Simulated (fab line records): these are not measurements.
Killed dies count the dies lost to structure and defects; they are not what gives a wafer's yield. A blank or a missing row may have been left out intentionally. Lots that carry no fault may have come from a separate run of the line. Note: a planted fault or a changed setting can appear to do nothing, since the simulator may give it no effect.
fab line records || flow nandHarc || part 2 of 2: steps 24 to 33 of 33
record: {"lots": 5, "wafers": 15, "lastDay": 32}
route steps=1302 shown A_SLIT@946 A_SIN_REMOVE@947 A_WL_FILL@952 A_CONTACT@983
lots with no fault: from the same line, run without faults
startH: start of the lot's first displayed wafer, in hours after the record's first day || waitH: hours from the lot's prior step to this one || " unchanged from the row above || L1.1+2: several wafers, shown together as one row || - no value, or no start given || * or withheld: withheld || < > ~ a bound
route shown NAME@n: names a module that has steps shown in the file, with the first one's number in the route || usual: mean and standard deviation over wafers with no fault || same: alike in all rows || chamber/n: place in a boat || sites: readings site by site || _std_site: the values' standard deviation || _edge_site: mean of outer sites minus mean of inner sites || radiusMm: how far each site lies from the wafer's centre || mask NAME#n: copy n || behind: the most recent tool/chamber to have shaped the wafer || hold: the reason the lot was held/the length of the hold in hours/how it ended || device: transistor that didn't switch, given as n, p or np || end of line: tests of these same wafers at the route's end || a step with no rows: only its recipe || killed: the dies lost at the first sort to structure and to defects; this is not the yield of the wafer || map: per-die view of a wafer (x killed, . not killed, _ where there is no die)
set.NAME: setting as actually run; set.NAME@STEP: the setting as run at that earlier step || model.NAME: the simulator's own value behind a step, which no gauge read
a table for each step, a row for each wafer; lots at some steps of the route
services: a tool's chamber out of use, with start hour (startH, from the record's first day; less than 0 if before it), hours out, and reason
== steps ==
step: NHARC_A_WL_FILL_ETCHBACK_26
recipe: {"targetDepthA": 520, "timeS": 13.3, "hbrFlowSccm": 150, "rfW": 350, "icpW": 350, "biasW": 60, "chemistry": "HBr"}
usual: {"biasW": "59.98/0.17", "drypumpMotorCurrentA": "5.7/0.48", "hbrFlowSccm": "150.0/0.45", "heBacksideLeakSccm": "2.7/0.32", "oesProductAu": "0.998/0.0073", "throttleValvePct": "23.266/0.0078"}
same: {"timeS": 13.3}
{"lot.wafer": "L075.2", "tool": "rieSi-04", "chamber": 3, "startH": 486.80, "waitH": 0.4, "biasW": 60.20, "drypumpMotorCurrentA": 5.8, "hbrFlowSccm": 150.7, "heBacksideLeakSccm": 2.9, "oesProductAu": 1.008, "rfHoursCounterH": 0.9, "throttleValvePct": 23.277}
{"lot.wafer": "L075.4", "tool": "rieSi-04", "chamber": 0, "startH": 486.80, "waitH": 0.4, "biasW": 60.07, "drypumpMotorCurrentA": 5.3, "hbrFlowSccm": 149.9, "heBacksideLeakSccm": 2.7, "oesProductAu": 0.994, "rfHoursCounterH": 0.9, "throttleValvePct": 23.262}
{"lot.wafer": "L075.5", "tool": "rieSi-04", "chamber": 3, "startH": 486.80, "waitH": 0.4, "biasW": 60.15, "drypumpMotorCurrentA": 5.8, "hbrFlowSccm": 150.8, "heBacksideLeakSccm": 3.0, "oesProductAu": 1.001, "rfHoursCounterH": "-", "throttleValvePct": 23.267}
{"lot.wafer": "L077.3", "tool": "rieSi-05", "chamber": 2, "startH": 508.30, "waitH": 0.4, "biasW": 60.08, "drypumpMotorCurrentA": 6.2, "hbrFlowSccm": 149.5, "heBacksideLeakSccm": 2.8, "oesProductAu": 0.992, "rfHoursCounterH": 0.1, "throttleValvePct": 23.261}
{"lot.wafer": "L077.2", "tool": "rieSi-05", "chamber": 0, "startH": 508.30, "waitH": 0.4, "biasW": 59.55, "drypumpMotorCurrentA": 6.2, "hbrFlowSccm": 149.3, "heBacksideLeakSccm": 2.4, "oesProductAu": 1.000, "rfHoursCounterH": 0.1, "throttleValvePct": 23.259}
{"lot.wafer": "L077.4", "tool": "rieSi-05", "chamber": 1, "startH": 508.30, "waitH": 0.4, "biasW": 60.19, "drypumpMotorCurrentA": 6.4, "hbrFlowSccm": 150.1, "heBacksideLeakSccm": 3.1, "oesProductAu": 1.004, "rfHoursCounterH": 0.1, "throttleValvePct": 23.253}
{"lot.wafer": "L089.1", "tool": "rieSi-04", "chamber": 2, "startH": 620.93, "waitH": 0.4, "biasW": 60.05, "drypumpMotorCurrentA": 4.8, "hbrFlowSccm": 149.8, "heBacksideLeakSccm": 2.4, "oesProductAu": 1.001, "rfHoursCounterH": 0.7, "throttleValvePct": 23.261}
{"lot.wafer": "L089.2", "tool": "rieSi-04", "chamber": 0, "startH": 620.93, "waitH": 0.4, "biasW": 60.14, "drypumpMotorCurrentA": 5.3, "hbrFlowSccm": 150.3, "heBacksideLeakSccm": 2.7, "oesProductAu": 0.982, "rfHoursCounterH": 0.5, "throttleValvePct": 23.256}
{"lot.wafer": "L089.4", "tool": "rieSi-04", "chamber": 1, "startH": 620.93, "waitH": 0.4, "biasW": 60.17, "drypumpMotorCurrentA": 5.7, "hbrFlowSccm": 149.9, "heBacksideLeakSccm": 2.2, "oesProductAu": 0.993, "rfHoursCounterH": 0.6, "throttleValvePct": 23.267}
{"lot.wafer": "L090.4", "tool": "rieSi-02", "chamber": 1, "startH": 655.10, "waitH": 0.4, "biasW": 59.76, "drypumpMotorCurrentA": 5.6, "hbrFlowSccm": 150.9, "heBacksideLeakSccm": 2.6, "oesProductAu": 1.004, "rfHoursCounterH": 0.1, "throttleValvePct": 23.265}
{"lot.wafer": "L090.2", "tool": "rieSi-02", "chamber": 2, "startH": 655.10, "waitH": 0.4, "biasW": 59.63, "drypumpMotorCurrentA": 5.8, "hbrFlowSccm": 149.7, "heBacksideLeakSccm": 2.7, "oesProductAu": 1.001, "rfHoursCounterH": 0.1, "throttleValvePct": 23.273}
{"lot.wafer": "L090.6", "tool": "rieSi-02", "chamber": 1, "startH": 655.10, "waitH": 0.4, "biasW": 60.00, "drypumpMotorCurrentA": 5.6, "hbrFlowSccm": 149.7, "heBacksideLeakSccm": 2.7, "oesProductAu": 1.006, "rfHoursCounterH": "-", "throttleValvePct": 23.278}
{"lot.wafer": "L093.4", "tool": "rieSi-05", "chamber": 3, "startH": 681.19, "waitH": 0.4, "biasW": 59.79, "drypumpMotorCurrentA": 5.3, "hbrFlowSccm": 149.7, "heBacksideLeakSccm": 2.6, "oesProductAu": 1.003, "rfHoursCounterH": 0.1, "throttleValvePct": 23.260}
{"lot.wafer": "L093.2", "tool": "rieSi-05", "chamber": 1, "startH": 681.19, "waitH": 0.4, "biasW": 60.12, "drypumpMotorCurrentA": 6.4, "hbrFlowSccm": 150.2, "heBacksideLeakSccm": 3.0, "oesProductAu": 0.991, "rfHoursCounterH": 0.1, "throttleValvePct": 23.251}
{"lot.wafer": "L093.3", "tool": "rieSi-05", "chamber": 2, "startH": 681.19, "waitH": 0.4, "biasW": 59.94, "drypumpMotorCurrentA": 6.2, "hbrFlowSccm": 151.3, "heBacksideLeakSccm": 2.9, "oesProductAu": 1.012, "rfHoursCounterH": 0.1, "throttleValvePct": 23.252}
step: NHARC_A_WL_FILL_PRECLEAN_30
recipe: {"timeS": 10, "chemistry": "dHF"}
same: {"timeS": 10}
{"lot.wafer": "L075.2+5+4", "tool": "wetBench-03", "chamber": "6,7,1", "startH": 486.94, "waitH": 0.1}
{"lot.wafer": "L077.2+4+3", "tool": "wetBench-03", "chamber": "1,2,6", "startH": 508.44, "waitH": 0.1}
{"lot.wafer": "L089.2+4+1", "tool": "wetBench-05", "chamber": "1,2,4", "startH": 621.08, "waitH": 0.1}
{"lot.wafer": "L090.6+4+2", "tool": "wetBench-05", "chamber": "2,5,6", "startH": 655.23, "waitH": 0.1}
{"lot.wafer": "L093.2+3+4", "tool": "wetBench-05", "chamber": "6,7,0", "startH": 681.34, "waitH": 0.1}
step: NHARC_A_WL_FILL_SRD_14
{"lot.wafer": "L075.2+5+4", "tool": "wetBench-03", "chamber": "6,7,1", "startH": 486.96, "waitH": 0.0}
{"lot.wafer": "L077.2+4+3", "tool": "wetBench-03", "chamber": "1,2,6", "startH": 508.46, "waitH": 0.0}
{"lot.wafer": "L089.2+4+1", "tool": "wetBench-05", "chamber": "1,2,4", "startH": 621.10, "waitH": 0.0}
{"lot.wafer": "L090.6+4+2", "tool": "wetBench-05", "chamber": "2,5,6", "startH": 655.25, "waitH": 0.0}
{"lot.wafer": "L093.2+3+4", "tool": "wetBench-05", "chamber": "6,7,0", "startH": 681.36, "waitH": 0.0}
step: NHARC_A_WL_FILL_ALD_19
recipe: {"targetThkA": 20, "pulseTimeS": 3, "aldCycles": 100, "tempC": 450, "material": "TiN"}
usual: {"heaterPowerW": "1108/110", "precursorPulseHeightRel": "0.999/0.023"}
{"lot.wafer": "L075.2", "tool": "aldMetal-03", "chamber": 3, "startH": 487.07, "waitH": 0.1, "heaterPowerW": 1223, "precursorPulseHeightRel": 0.989}
{"lot.wafer": "L075.4", "tool": "aldMetal-03", "chamber": 2, "startH": 487.07, "waitH": 0.1, "heaterPowerW": 1298, "precursorPulseHeightRel": 0.999}
{"lot.wafer": "L075.5", "tool": "aldMetal-03", "chamber": 3, "startH": 487.07, "waitH": 0.1, "heaterPowerW": 1247, "precursorPulseHeightRel": 1.000}
{"lot.wafer": "L077.4", "tool": "aldMetal-01", "chamber": 3, "startH": 508.56, "waitH": 0.1, "heaterPowerW": 1025, "precursorPulseHeightRel": 1.025}
{"lot.wafer": "L077.3", "tool": "aldMetal-01", "chamber": 0, "startH": 508.56, "waitH": 0.1, "heaterPowerW": 993, "precursorPulseHeightRel": 1.003}
{"lot.wafer": "L077.2", "tool": "aldMetal-01", "chamber": 1, "startH": 508.56, "waitH": 0.1, "heaterPowerW": 1112, "precursorPulseHeightRel": 1.015}
{"lot.wafer": "L089.4", "tool": "aldMetal-01", "chamber": 1, "startH": 621.20, "waitH": 0.1, "heaterPowerW": 1064, "precursorPulseHeightRel": 0.986}
{"lot.wafer": "L089.2", "tool": "aldMetal-01", "chamber": 2, "startH": 621.20, "waitH": 0.1, "heaterPowerW": 1206, "precursorPulseHeightRel": 1.021}
{"lot.wafer": "L089.1", "tool": "aldMetal-01", "chamber": 3, "startH": 621.20, "waitH": 0.1, "heaterPowerW": 960, "precursorPulseHeightRel": 0.979}
{"lot.wafer": "L090.2", "tool": "aldMetal-01", "chamber": 0, "startH": 655.41, "waitH": 0.2, "heaterPowerW": 1016, "precursorPulseHeightRel": 0.953}
{"lot.wafer": "L090.6", "tool": "aldMetal-01", "chamber": 1, "startH": 655.41, "waitH": 0.2, "heaterPowerW": 1052, "precursorPulseHeightRel": 1.011}
{"lot.wafer": "L090.4", "tool": "aldMetal-01", "chamber": 2, "startH": 655.41, "waitH": 0.2, "heaterPowerW": 1180, "precursorPulseHeightRel": 0.997}
{"lot.wafer": "L093.3", "tool": "aldMetal-04", "chamber": 3, "startH": 681.46, "waitH": 0.1, "heaterPowerW": 968, "precursorPulseHeightRel": 0.957}
{"lot.wafer": "L093.4", "tool": "aldMetal-04", "chamber": 0, "startH": 681.46, "waitH": 0.1, "heaterPowerW": 1064, "precursorPulseHeightRel": 1.021}
{"lot.wafer": "L093.2", "tool": "aldMetal-04", "chamber": 1, "startH": 681.46, "waitH": 0.1, "heaterPowerW": 1193, "precursorPulseHeightRel": 0.976}
step: NHARC_A_WL_FILL_CVD_20
recipe: {"targetThkA": 1000, "tempC": 400, "pressureTorr": 40, "wf6FlowSccm": 40, "h2FlowSccm": 1600, "arFlowSccm": 1560, "timeS": 74, "material": "W"}
usual: {"heaterPowerW": "827/72", "throttleValvePct": "7.93/0.22"}
same: {"timeS": 74}
{"lot.wafer": "L075.2", "tool": "cvdW-02", "chamber": 1, "startH": "-", "waitH": "-", "heaterPowerW": 829, "throttleValvePct": 7.93}
{"lot.wafer": "L075.4", "tool": "cvdW-02", "chamber": 0, "startH": "-", "waitH": "-", "heaterPowerW": 921, "throttleValvePct": 7.49}
{"lot.wafer": "L075.5", "tool": "cvdW-02", "chamber": 0, "startH": "-", "waitH": "-", "heaterPowerW": 910, "throttleValvePct": 8.13}
{"lot.wafer": "L077.2", "tool": "cvdW-01", "chamber": 1, "startH": "-", "waitH": "-", "heaterPowerW": 733, "throttleValvePct": 7.89}
{"lot.wafer": "L077.3", "tool": "cvdW-01", "chamber": 0, "startH": "-", "waitH": "-", "heaterPowerW": 856, "throttleValvePct": 7.39}
{"lot.wafer": "L077.4", "tool": "cvdW-01", "chamber": 1, "startH": "-", "waitH": "-", "heaterPowerW": 730, "throttleValvePct": 7.64}
{"lot.wafer": "L089.2", "tool": "cvdW-01", "chamber": 0, "startH": "-", "waitH": "-", "heaterPowerW": 866, "throttleValvePct": 7.97}
{"lot.wafer": "L089.1", "tool": "cvdW-01", "chamber": 1, "startH": "-", "waitH": "-", "heaterPowerW": 708, "throttleValvePct": 8.00}
{"lot.wafer": "L089.4", "tool": "cvdW-01", "chamber": 0, "startH": "-", "waitH": "-", "heaterPowerW": 866, "throttleValvePct": 7.71}
{"lot.wafer": "L090.2", "tool": "cvdW-01", "chamber": 1, "startH": "-", "waitH": "-", "heaterPowerW": 745, "throttleValvePct": 7.89}
{"lot.wafer": "L090.4", "tool": "cvdW-01", "chamber": 1, "startH": "-", "waitH": "-", "heaterPowerW": 710, "throttleValvePct": 7.73}
{"lot.wafer": "L090.6", "tool": "cvdW-01", "chamber": 1, "startH": "-", "waitH": "-", "heaterPowerW": 722, "throttleValvePct": 7.94}
{"lot.wafer": "L093.2", "tool": "cvdW-02", "chamber": 0, "startH": "-", "waitH": "-", "heaterPowerW": 892, "throttleValvePct": 8.16}
{"lot.wafer": "L093.4", "tool": "cvdW-02", "chamber": 1, "startH": "-", "waitH": "-", "heaterPowerW": 801, "throttleValvePct": 7.62}
{"lot.wafer": "L093.3", "tool": "cvdW-02", "chamber": 0, "startH": "-", "waitH": "-", "heaterPowerW": 921, "throttleValvePct": 8.49}
step: NHARC_A_WL_FILL_CMP_12
recipe: {"tOverpolishS": 30, "targetThkNm": 100}
usual: {"motorCurrentA": "12.2/1.1", "overpolishRunS": "30.000/0.0094", "timeToEndpointS": "19.6/2.2"}
{"lot.wafer": "L075.4", "tool": "cmp-02", "chamber": 3, "startH": 487.45, "waitH": 0.1, "motorCurrentA": 11.9, "overpolishRunS": 30.000, "timeToEndpointS": 19.7}
{"lot.wafer": "L075.2", "tool": "cmp-02", "chamber": 2, "startH": 487.45, "waitH": 0.1, "motorCurrentA": 13.2, "overpolishRunS": 29.992, "timeToEndpointS": 14.8}
{"lot.wafer": "L075.5", "tool": "cmp-02", "chamber": 3, "startH": 487.45, "waitH": 0.1, "motorCurrentA": 12.4, "overpolishRunS": 30.005, "timeToEndpointS": 16.9}
{"lot.wafer": "L077.4", "tool": "cmp-02", "chamber": 2, "startH": 508.94, "waitH": 0.1, "motorCurrentA": 12.7, "overpolishRunS": 30.000, "timeToEndpointS": 19.5}
{"lot.wafer": "L077.3", "tool": "cmp-02", "chamber": 0, "startH": 508.94, "waitH": 0.1, "motorCurrentA": 11.8, "overpolishRunS": 30.002, "timeToEndpointS": 20.5}
{"lot.wafer": "L077.2", "tool": "cmp-02", "chamber": 1, "startH": 508.94, "waitH": 0.1, "motorCurrentA": 11.9, "overpolishRunS": 29.990, "timeToEndpointS": 19.2}
{"lot.wafer": "L089.1", "tool": "cmp-03", "chamber": 0, "startH": 621.60, "waitH": 0.2, "motorCurrentA": 12.8, "overpolishRunS": 30.003, "timeToEndpointS": 19.5}
{"lot.wafer": "L089.4", "tool": "cmp-03", "chamber": 1, "startH": 621.60, "waitH": 0.2, "motorCurrentA": 12.9, "overpolishRunS": 29.992, "timeToEndpointS": 18.1}
{"lot.wafer": "L089.2", "tool": "cmp-03", "chamber": 2, "startH": 621.60, "waitH": 0.2, "motorCurrentA": 10.9, "overpolishRunS": 30.004, "timeToEndpointS": 20.0}
{"lot.wafer": "L090.2", "tool": "cmp-04", "chamber": 0, "startH": 655.78, "waitH": 0.2, "motorCurrentA": 10.5, "overpolishRunS": 30.002, "timeToEndpointS": 20.1}
{"lot.wafer": "L090.4", "tool": "cmp-04", "chamber": 3, "startH": 655.78, "waitH": 0.2, "motorCurrentA": 14.8, "overpolishRunS": 29.992, "timeToEndpointS": 18.2}
{"lot.wafer": "L090.6", "tool": "cmp-04", "chamber": 1, "startH": 655.78, "waitH": 0.2, "motorCurrentA": 13.2, "overpolishRunS": 29.984, "timeToEndpointS": 19.3}
{"lot.wafer": "L093.2", "tool": "cmp-04", "chamber": 2, "startH": 681.87, "waitH": 0.2, "motorCurrentA": 13.0, "overpolishRunS": 30.006, "timeToEndpointS": 20.1}
{"lot.wafer": "L093.3", "tool": "cmp-04", "chamber": 3, "startH": 681.87, "waitH": 0.2, "motorCurrentA": 14.7, "overpolishRunS": 29.998, "timeToEndpointS": 18.0}
{"lot.wafer": "L093.4", "tool": "cmp-04", "chamber": 0, "startH": 681.87, "waitH": 0.2, "motorCurrentA": 11.5, "overpolishRunS": 29.995, "timeToEndpointS": 18.1}
step: NHARC_A_WL_FILL_SRD_31
{"lot.wafer": "L075.5+2+4", "tool": "wetBench-06", "chamber": "5,7,0", "startH": 487.78, "waitH": 0.1}
{"lot.wafer": "L077.2+4+3", "tool": "wetBench-05", "chamber": "3,4,7", "startH": 509.27, "waitH": 0.0}
{"lot.wafer": "L089.1+4+2", "tool": "wetBench-03", "chamber": "7,0,3", "startH": 621.90, "waitH": 0.0}
{"lot.wafer": "L090.6+4+2", "tool": "wetBench-06", "chamber": "2,3,6", "startH": 656.11, "waitH": 0.0}
{"lot.wafer": "L093.4+2+3", "tool": "wetBench-06", "chamber": "4,6,1", "startH": 682.16, "waitH": 0.0}
step: NHARC_A_WL_FILL_INSPECT_15
usual: {"rawDefectCount": "469/110"}
{"lot.wafer": "L075.2", "tool": "defectInspect-02", "chamber": "-", "startH": 487.93, "waitH": 0.0, "rawDefectCount": 404}
{"lot.wafer": "L075.4", "tool": "defectInspect-02", "chamber": "-", "startH": 487.93, "waitH": 0.0, "rawDefectCount": 549}
{"lot.wafer": "L075.5", "tool": "defectInspect-02", "chamber": "-", "startH": 487.93, "waitH": 0.0, "rawDefectCount": 387}
{"lot.wafer": "L077.2", "tool": "defectInspect-02", "chamber": "-", "startH": 509.41, "waitH": 0.0, "rawDefectCount": 611}
{"lot.wafer": "L077.3", "tool": "defectInspect-02", "chamber": "-", "startH": 509.41, "waitH": 0.0, "rawDefectCount": 472}
{"lot.wafer": "L077.4", "tool": "defectInspect-02", "chamber": "-", "startH": 509.41, "waitH": 0.0, "rawDefectCount": 390}
{"lot.wafer": "L089.1", "tool": "defectInspect-01", "chamber": "-", "startH": 622.04, "waitH": 0.0, "rawDefectCount": 412}
{"lot.wafer": "L089.2", "tool": "defectInspect-01", "chamber": "-", "startH": 622.04, "waitH": 0.0, "rawDefectCount": 465}
{"lot.wafer": "L089.4", "tool": "defectInspect-01", "chamber": "-", "startH": 622.04, "waitH": 0.0, "rawDefectCount": 393}
{"lot.wafer": "L090.2", "tool": "defectInspect-01", "chamber": "-", "startH": 656.27, "waitH": 0.0, "rawDefectCount": 505}
{"lot.wafer": "L090.4", "tool": "defectInspect-01", "chamber": "-", "startH": 656.27, "waitH": 0.0, "rawDefectCount": 438}
{"lot.wafer": "L090.6", "tool": "defectInspect-01", "chamber": "-", "startH": 656.27, "waitH": 0.0, "rawDefectCount": 498}
{"lot.wafer": "L093.2", "tool": "defectInspect-02", "chamber": "-", "startH": 682.30, "waitH": 0.0, "rawDefectCount": 510}
{"lot.wafer": "L093.3", "tool": "defectInspect-02", "chamber": "-", "startH": 682.30, "waitH": 0.0, "rawDefectCount": 604}
{"lot.wafer": "L093.4", "tool": "defectInspect-02", "chamber": "-", "startH": 682.30, "waitH": 0.0, "rawDefectCount": 401}
step: NHARC_A_CONTACT_DEP_24
recipe: {"targetThkA": 5000, "tempC": 400, "pressureTorr": 6.5, "rfW": 900, "teosFlowSccm": 161.4, "flowSccm": 2650, "targetThkNm": 500, "gas": "O2", "material": "SiO2"}
usual: {"heaterPowerW": "567/120", "throttleValvePct": "16.2/0.47"}
{"lot.wafer": "L075.2", "tool": "pecvd-02", "chamber": 2, "startH": 487.99, "waitH": 0.1, "heaterPowerW": 590, "throttleValvePct": 15.3}
{"lot.wafer": "L075.5", "tool": "pecvd-02", "chamber": 2, "startH": 487.99, "waitH": 0.1, "heaterPowerW": 596, "throttleValvePct": 15.7}
{"lot.wafer": "L075.4", "tool": "pecvd-02", "chamber": 0, "startH": 487.99, "waitH": 0.1, "heaterPowerW": 819, "throttleValvePct": 15.7}
{"lot.wafer": "L077.3", "tool": "pecvd-04", "chamber": 1, "startH": 509.48, "waitH": 0.1, "heaterPowerW": 517, "throttleValvePct": 16.1}
{"lot.wafer": "L077.2", "tool": "pecvd-04", "chamber": 0, "startH": 509.48, "waitH": 0.1, "heaterPowerW": 504, "throttleValvePct": 15.8}
{"lot.wafer": "L077.4", "tool": "pecvd-04", "chamber": 2, "startH": 509.48, "waitH": 0.1, "heaterPowerW": 458, "throttleValvePct": 16.6}
{"lot.wafer": "L089.1", "tool": "pecvd-04", "chamber": 1, "startH": 622.11, "waitH": 0.1, "heaterPowerW": 476, "throttleValvePct": 16.6}
{"lot.wafer": "L089.2", "tool": "pecvd-04", "chamber": 0, "startH": 622.11, "waitH": 0.1, "heaterPowerW": 585, "throttleValvePct": 16.2}
{"lot.wafer": "L089.4", "tool": "pecvd-04", "chamber": 2, "startH": 622.11, "waitH": 0.1, "heaterPowerW": 472, "throttleValvePct": 16.8}
{"lot.wafer": "L090.2", "tool": "pecvd-03", "chamber": 0, "startH": 656.46, "waitH": 0.2, "heaterPowerW": 577, "throttleValvePct": 16.5}
{"lot.wafer": "L090.4", "tool": "pecvd-03", "chamber": 1, "startH": 656.46, "waitH": 0.2, "heaterPowerW": 513, "throttleValvePct": 17.2}
{"lot.wafer": "L090.6", "tool": "pecvd-03", "chamber": 0, "startH": 656.46, "waitH": 0.2, "heaterPowerW": 594, "throttleValvePct": 16.4}
{"lot.wafer": "L093.2", "tool": "pecvd-02", "chamber": 0, "startH": 682.37, "waitH": 0.1, "heaterPowerW": 840, "throttleValvePct": 15.6}
{"lot.wafer": "L093.3", "tool": "pecvd-02", "chamber": 2, "startH": 682.37, "waitH": 0.1, "heaterPowerW": 591, "throttleValvePct": 16.1}
{"lot.wafer": "L093.4", "tool": "pecvd-02", "chamber": 2, "startH": 682.37, "waitH": 0.1, "heaterPowerW": 626, "throttleValvePct": 16.1}
step: NHARC_A_CONTACT_DEP_28
recipe: {"targetThkA": 70000, "tempC": 400, "material": "aC"}
usual: {"throttleValvePct": "34.999/0.0093"}
{"lot.wafer": "L075.2", "tool": "aclDep-02", "chamber": 0, "startH": 491.21, "waitH": 2.7, "throttleValvePct": 35.001}
{"lot.wafer": "L075.4", "tool": "aclDep-02", "chamber": 0, "startH": 492.63, "waitH": 4.1, "throttleValvePct": 34.999}
{"lot.wafer": "L075.5", "tool": "aclDep-02", "chamber": 0, "startH": 492.63, "waitH": 4.1, "throttleValvePct": 34.992}
{"lot.wafer": "L077.2", "tool": "aclDep-01", "chamber": 0, "startH": 511.19, "waitH": 1.2, "throttleValvePct": 35.006}
{"lot.wafer": "L077.3", "tool": "aclDep-01", "chamber": 0, "startH": 511.19, "waitH": 1.2, "throttleValvePct": 35.001}
{"lot.wafer": "L077.4", "tool": "aclDep-01", "chamber": 0, "startH": 511.19, "waitH": 1.2, "throttleValvePct": 35.000}
{"lot.wafer": "L089.1", "tool": "aclDep-01", "chamber": 0, "startH": 624.93, "waitH": 2.3, "throttleValvePct": 34.998}
{"lot.wafer": "L089.2", "tool": "aclDep-01", "chamber": 0, "startH": 624.93, "waitH": 2.3, "throttleValvePct": 34.987}
{"lot.wafer": "L089.4", "tool": "aclDep-01", "chamber": 0, "startH": 627.04, "waitH": 4.4, "throttleValvePct": 34.986}
{"lot.wafer": "L090.2", "tool": "aclDep-02", "chamber": 0, "startH": 657.66, "waitH": 0.8, "throttleValvePct": 34.987}
{"lot.wafer": "L090.4", "tool": "aclDep-02", "chamber": 0, "startH": 659.10, "waitH": 2.2, "throttleValvePct": 34.999}
{"lot.wafer": "L090.6", "tool": "aclDep-02", "chamber": 0, "startH": 660.54, "waitH": 3.7, "throttleValvePct": 34.997}
{"lot.wafer": "L093.2", "tool": "aclDep-01", "chamber": 0, "startH": 688.35, "waitH": 5.4, "throttleValvePct": 34.990}
{"lot.wafer": "L093.3", "tool": "aclDep-01", "chamber": 0, "startH": 688.35, "waitH": 5.4, "throttleValvePct": 34.993}
{"lot.wafer": "L093.4", "tool": "aclDep-01", "chamber": 0, "startH": 688.35, "waitH": 5.4, "throttleValvePct": 35.001}
== services ==
{"tool": "aldHk-01", "chamber": "-", "startH": 477.54, "hours": 10.0, "kind": "pm"}
{"tool": "rieMetal-03", "chamber": 0, "startH": 478.90, "hours": 17.4, "kind": "repair"}
{"tool": "aldMetal-01", "chamber": 2, "startH": 479.94, "hours": 4.6, "kind": "repair"}
{"tool": "rieMetal-01", "chamber": "-", "startH": 485.04, "hours": 1.9, "kind": "repair"}
{"tool": "wetBench-07", "chamber": "-", "startH": 496.51, "hours": 8.0, "kind": "pm"}
{"tool": "rieMetal-03", "chamber": "-", "startH": 519.00, "hours": 9.0, "kind": "pm"}
{"tool": "aldMetal-01", "chamber": "-", "startH": 526.17, "hours": 10.0, "kind": "pm"}
{"tool": "rieDiel-08", "chamber": 3, "startH": 542.31, "hours": 17.6, "kind": "repair"}
{"tool": "rieDiel-08", "chamber": "-", "startH": 544.80, "hours": 9.0, "kind": "pm"}
{"tool": "wetBench-06", "chamber": "-", "startH": 545.60, "hours": 8.0, "kind": "pm"}
{"tool": "cvdW-01", "chamber": "-", "startH": 547.51, "hours": 13.0, "kind": "pm"}
{"tool": "wetBench-03", "chamber": "-", "startH": 562.40, "hours": 8.0, "kind": "pm"}
{"tool": "rieMetal-01", "chamber": "-", "startH": 575.00, "hours": 9.0, "kind": "pm"}
{"tool": "wetBench-04", "chamber": "-", "startH": 579.20, "hours": 8.0, "kind": "pm"}
{"tool": "lpcvdPoly-02", "chamber": "-", "startH": 604.32, "hours": 2.0, "kind": "repair"}
{"tool": "wetBench-05", "chamber": "-", "startH": 612.80, "hours": 8.0, "kind": "pm"}
{"tool": "aldMetal-01", "chamber": 3, "startH": 622.18, "hours": 41.3, "kind": "repair"}
{"tool": "wetBench-03", "chamber": "-", "startH": 640.24, "hours": 1.9, "kind": "repair"}
{"tool": "rieMetal-01", "chamber": 1, "startH": 641.15, "hours": 6.8, "kind": "repair"}
{"tool": "aldHk-01", "chamber": "-", "startH": 655.54, "hours": 10.0, "kind": "pm"}
{"tool": "rieMetal-03", "chamber": 0, "startH": 661.21, "hours": 2.1, "kind": "repair"}
{"tool": "aldMetal-01", "chamber": 1, "startH": 664.35, "hours": 25.6, "kind": "repair"}
{"tool": "rieDiel-08", "chamber": 0, "startH": 676.31, "hours": 1.3, "kind": "repair"}
{"tool": "cvdW-01", "chamber": 1, "startH": 683.97, "hours": 17.3, "kind": "repair"}
